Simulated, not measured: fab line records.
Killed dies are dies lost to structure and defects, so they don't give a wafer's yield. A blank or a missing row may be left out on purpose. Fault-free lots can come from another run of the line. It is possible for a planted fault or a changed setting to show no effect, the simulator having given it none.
Matching of chambers ; flow nand_harc ; pecvd-04 running NHARC_A_CONTACT_DEP_29: 3 sister chambers
The step deposits SiON, target thk 100 nm. 3 wafers are shown with their chamber, then 9 later ones without.

## WAFERS, EACH WITH ITS CHAMBER
wafer;chamber;heater_power_w (W)
L083.2;2;572
L086.5;0;640
L086.6;1;983

## WAFERS WITHOUT THEIR CHAMBER
wafer;heater_power_w (W)
L092.1;641
L092.2;928
L092.3;632
L095.2;995
L095.4;986
L095.6;659
L097.4;935
L097.5;581
L097.6;595

## WHICH CHAMBER EACH ONE RAN IN
wafer;from the rows above;in truth
L092.1;0;0
L092.2;1;1
L092.3;can't be placed: 0 or 2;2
L095.2;1;1
L095.4;1;1
L095.6;0;0
L097.4;1;1
L097.5;can't be placed: 2 or 0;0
L097.6;can't be placed: 2 or 0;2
Correctly placed: 6 of 9. Unplaceable from these rows: 3, with the true chamber sitting among the candidates in 3. Wrongly placed: 0.
How it was worked out, from the rows above alone: a wafer's distance from a chamber is the root of the sum, over the readings, of the square of ((its reading less the chamber's mean) divided by the reading's scatter). If the next closest chamber is less than 2 further off than the closest, the wafer can't be placed; otherwise it belongs to the closest. A chamber's mean is the mean of its shown wafers. The scatter (one wafer shown for each chamber): square how far every hidden wafer sits from the nearest shown wafer, average those squares and take the square root.
